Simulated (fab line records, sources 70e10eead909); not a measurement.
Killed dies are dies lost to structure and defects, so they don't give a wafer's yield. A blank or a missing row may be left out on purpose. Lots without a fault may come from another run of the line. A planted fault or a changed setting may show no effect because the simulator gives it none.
Which tool did it? | flow nand_harc | 12 lots, 36 wafers sampled, at 5 steps of a route of 1302

WHAT THE GAUGES READ, wafer by wafer
NHARC_P_M0_CD_MEAS_09: target cd 90 nm. Usual: cd_nm 90.0 nm, standard deviation 0.5.
lot  | measured     | on        | cd_nm (nm)     | flag
L929 | day 6 00:30  | cd_sem-02 | 89.5 89.1 89.8 |
L930 | day 6 11:20  | cd_sem-03 | 90.4 90.2 90.3 |
L932 | day 7 11:27  | cd_sem-02 | 90.5 90.9 91.2 |
L934 | day 8 03:19  | cd_sem-01 | 88.4 88.3 88.7 | OFF
L935 | day 8 09:15  | cd_sem-02 | 87.5 87.6 87.9 | OFF
L936 | day 8 22:59  | cd_sem-02 | 88.0 88.2 88.5 | OFF
L937 | day 9 13:51  | cd_sem-01 | 90.6 89.4 89.6 |
L944 | day 12 05:07 | cd_sem-03 | 90.1 90.3 89.2 |
L946 | day 13 01:57 | cd_sem-03 | 90.4 89.3 89.2 |
L949 | day 14 08:38 | cd_sem-02 | 89.8 89.3 89.9 |
L950 | day 14 19:52 | cd_sem-03 | 90.6 90.5 90.4 |
L951 | day 15 08:15 | cd_sem-01 | 90.3 90.4 90.4 |

WHICH TOOL RAN EACH LOT (tool, then ch and the chambers of the sampled wafers, then the start)
lot  | NHARC_P_CONTACT_STRIP_28           | NHARC_P_CONTACT_ALD_22              | NHARC_P_CONTACT_CMP_24        | NHARC_P_M0_PEB_07
L929 | rie_diel-02 ch 1,2,3, day 5 20:55  | ald_metal-03 ch 1,2,3, day 5 21:48  | cmp-02 ch 1,2,3, day 5 23:13  | litho_track-04 ch 0, day 6 00:25
L930 | rie_diel-02 ch 0,2,3, day 6 08:15  | ald_metal-04 ch 1,2, day 6 09:10    | cmp-01 ch 2,3, day 6 10:03    | litho_track-06 ch 0, day 6 11:15
L932 | rie_diel-06 ch 2,3, day 7 08:25    | ald_metal-03 ch 1,2, day 7 09:19    | cmp-02 ch 1,2,3, day 7 10:13  | litho_track-06 ch 0, day 7 11:22
L934 | rie_diel-06 ch 1,2, day 8 00:25    | ald_metal-04 ch 1,2,3, day 8 01:19  | cmp-02 ch 0,2,3, day 8 02:08  | litho_track-06 ch 0, day 8 03:14
L935 | rie_diel-13 ch 0,1,2, day 8 06:12  | ald_metal-03 ch 2,3, day 8 07:07    | cmp-02 ch 0,1,3, day 8 07:58  | litho_track-06 ch 0, day 8 09:10
L936 | rie_diel-06 ch 0,2,3, day 8 19:35  | ald_metal-01 ch 0,1,3, day 8 20:34  | cmp-03 ch 0,2,3, day 8 21:41  | litho_track-06 ch 0, day 8 22:55
L937 | rie_diel-13 ch 0,2, day 9 10:50    | ald_metal-03 ch 0,1,2, day 9 11:44  | cmp-01 ch 0,1,2, day 9 12:34  | litho_track-01 ch 0, day 9 13:46
L944 | rie_diel-06 ch 0,1,2, day 12 02:06 | ald_metal-03 ch 0,1,2, day 12 02:58 | cmp-03 ch 0,1, day 12 03:49   | litho_track-01 ch 0, day 12 05:02
L946 | rie_diel-06 ch 1,3, day 12 22:52   | ald_metal-03 ch 0,1,2, day 12 23:47 | cmp-02 ch 0,1,2, day 13 00:38 | litho_track-04 ch 0, day 13 01:52
L949 | rie_diel-02 ch 0,2, day 14 05:35   | ald_metal-04 ch 1,2, day 14 06:27   | cmp-03 ch 0,2, day 14 07:18   | litho_track-04 ch 0, day 14 08:33
L950 | rie_diel-13 ch 0,2,3, day 14 16:52 | ald_metal-04 ch 0,2,3, day 14 17:43 | cmp-03 ch 0,3, day 14 18:35   | litho_track-04 ch 0, day 14 19:47
L951 | rie_diel-13 ch 1,3, day 15 05:14   | ald_metal-01 ch 0,1, day 15 06:06   | cmp-01 ch 0,1,3, day 15 06:57 | litho_track-01 ch 0, day 15 08:10
- NHARC_P_CONTACT_STRIP_28: strips in O2.
- NHARC_P_CONTACT_ALD_22: deposits TiN, target thk 3 nm, pulse time 1 s, ald cycles 150.
- NHARC_P_CONTACT_CMP_24: polishes, t overpolish 30 s, target thk 200 nm.
- NHARC_P_M0_PEB_07: peb time 65 s.

WHAT THE TOOLS THEMSELVES READ (means of the sampled wafers that have a number; where no wafer has one, the mark that the record gives instead)
NHARC_P_CONTACT_STRIP_28. Usual: drypump_motor_current_A 5.5 A, standard deviation 0.44; oes_product_au 1.002 a.u., standard deviation 0.0067; rf_vpp_V 57.9 V, standard deviation 0.84; showerhead_plenum_p_Torr 3.60 Torr, standard deviation 0.14; throttle_valve_pct 17.036 %, standard deviation 0.0094.
lot  | tool        | drypump_motor_current_A (A) | oes_product_au (a.u.) | rf_vpp_V (V) | showerhead_plenum_p_Torr (Torr) | throttle_valve_pct (%) | flag
L929 | rie_diel-02 | 5.5                         | 1.004                 | 56.7         | 3.55                            | 17.039                 |
L930 | rie_diel-02 | 5.6                         | 0.999                 | 57.9         | 3.51                            | 17.028                 |
L932 | rie_diel-06 | 4.9                         | 1.008                 | 57.8         | 3.47                            | 17.028                 |
L934 | rie_diel-06 | 5.6                         | 0.999                 | 56.8         | 3.40                            | 17.037                 |
L935 | rie_diel-13 | 5.5                         | 1.005                 | 57.8         | 3.60                            | 17.043                 |
L936 | rie_diel-06 | 5.4                         | 1.007                 | 57.7         | 3.53                            | 17.030                 |
L937 | rie_diel-13 | 5.7                         | 0.997                 | 57.9         | 3.55                            | 17.029                 |
L944 | rie_diel-06 | 5.9                         | 0.999                 | 57.6         | 3.54                            | 17.035                 |
L946 | rie_diel-06 | 5.1                         | 1.004                 | 58.6         | 3.56                            | 17.036                 |
L949 | rie_diel-02 | 5.5                         | 1.004                 | 57.6         | 3.47                            | 17.029                 |
L950 | rie_diel-13 | 5.6                         | 1.006                 | 57.6         | 3.60                            | 17.037                 |
L951 | rie_diel-13 | 5.5                         | 1.002                 | 58.0         | 3.75                            | 17.042                 |

NHARC_P_CONTACT_ALD_22. Usual: heater_power_w 1100 W, standard deviation 140; precursor_pulse_height_rel 1.000, standard deviation 0.022.
lot  | tool         | heater_power_w (W) | precursor_pulse_height_rel | flag
L929 | ald_metal-03 | 1026               | 0.986                      |
L930 | ald_metal-04 | 1112               | 1.006                      |
L932 | ald_metal-03 | 1011               | 1.012                      |
L934 | ald_metal-04 | 1231               | 1.002                      |
L935 | ald_metal-03 | 1037               | 0.998                      |
L936 | ald_metal-01 | 1061               | 1.006                      |
L937 | ald_metal-03 | 1080               | 1.032                      |
L944 | ald_metal-03 | 1072               | 1.000                      |
L946 | ald_metal-03 | 1066               | 1.004                      |
L949 | ald_metal-04 | 1102               | 1.017                      |
L950 | ald_metal-04 | 1080               | 1.030                      |
L951 | ald_metal-01 | 933                | 1.010                      |

NHARC_P_CONTACT_CMP_24. Usual: motor_current_A 12.2 A, standard deviation 1; overpolish_run_s 29.999 s, standard deviation 0.0091; pad_life_wafers 187, standard deviation 120; time_to_endpoint_s 40.4 s, standard deviation 2.6.
lot  | tool   | motor_current_A (A) | overpolish_run_s (s) | pad_life_wafers | time_to_endpoint_s (s) | flag
L929 | cmp-02 | 13.0                | 29.992               | 356             | 39.2                   |
L930 | cmp-01 | 10.7                | 30.002               | 158             | 41.7                   |
L932 | cmp-02 | 12.7                | 30.005               | 57              | 45.1                   |
L934 | cmp-02 | 13.3                | 29.998               | 104             | 40.2                   |
L935 | cmp-02 | 12.8                | 30.000               | 140             | 39.6                   |
L936 | cmp-03 | 12.2                | 30.004               | 98              | 39.6                   |
L937 | cmp-01 | 12.1                | 29.997               | 38              | 41.1                   |
L944 | cmp-03 | 11.9                | 30.005               | 12              | 41.0                   |
L946 | cmp-02 | 13.8                | 30.005               | 205             | 39.9                   |
L949 | cmp-03 | 11.8                | 29.999               | 211             | 37.5                   |
L950 | cmp-03 | 12.8                | 30.008               | 260             | 35.8                   |
L951 | cmp-01 | 12.5                | 30.005               | 229             | 36.3                   |

NHARC_P_M0_PEB_07. Usual: heater_power_total_W 156.6 W, standard deviation 0.43.
lot  | tool           | heater_power_total_W (W) | flag
L929 | litho_track-04 | 156.7                    |
L930 | litho_track-06 | 156.5                    |
L932 | litho_track-06 | 156.6                    |
L934 | litho_track-06 | 161.2                    | OFF
L935 | litho_track-06 | 161.2                    | OFF
L936 | litho_track-06 | 161.5                    | OFF
L937 | litho_track-01 | 156.7                    |
L944 | litho_track-01 | 156.6                    |
L946 | litho_track-04 | 156.5                    |
L949 | litho_track-04 | 157.0                    |
L950 | litho_track-04 | 156.7                    |
L951 | litho_track-01 | 156.8                    |

THE ANSWER, worked out from the rows above alone
Rule: a lot is off if the mean of its wafers that have a number lies more than 3 standard deviations from the usual mean. A lot without any number at a reading at which 4 lots or more have one is off too. The other lots that the step has rows for count as sound. The gauges are gone through in route order, then the tools' own readings, and for those a lot's mean is taken as printed above. The first step at which some lot is off is used, and at that step the reading that is off furthest; a lot without a number counts as furthest.
Off: L934, L935, L936, at NHARC_P_M0_CD_MEAS_09 (cd_nm).
A tool fits if, at a process step before that reading, it ran every lot that is off, and no sound lot after the first of them. The gauges at NHARC_P_M0_CD_MEAS_09 aren't tried: what is off there is off at NHARC_P_M0_PEB_07 too, on other tools, and a gauge's error can't cause that. One fits: litho_track-06 at NHARC_P_M0_PEB_07. Its last sound lot is L932 (day 7 11:22), its first lot that is off L934 (day 8 03:14): a fault that began between those two fits.
The tool's own readings at NHARC_P_M0_PEB_07 bear it out: on the lots that are off they differ by more than 5 times the standard deviation of the sound lots' means. heater_power_total_W reads 161.3 W there against 156.7 W on the sound lots.

WHAT THE SIMULATOR HAD PUT IN
Process parameter drift: litho_track-06, from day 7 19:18 on, at NHARC_P_M0_PEB_07. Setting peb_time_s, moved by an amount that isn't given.
Lots struck among those shown: L934, L935, L936. The rule above found the same.
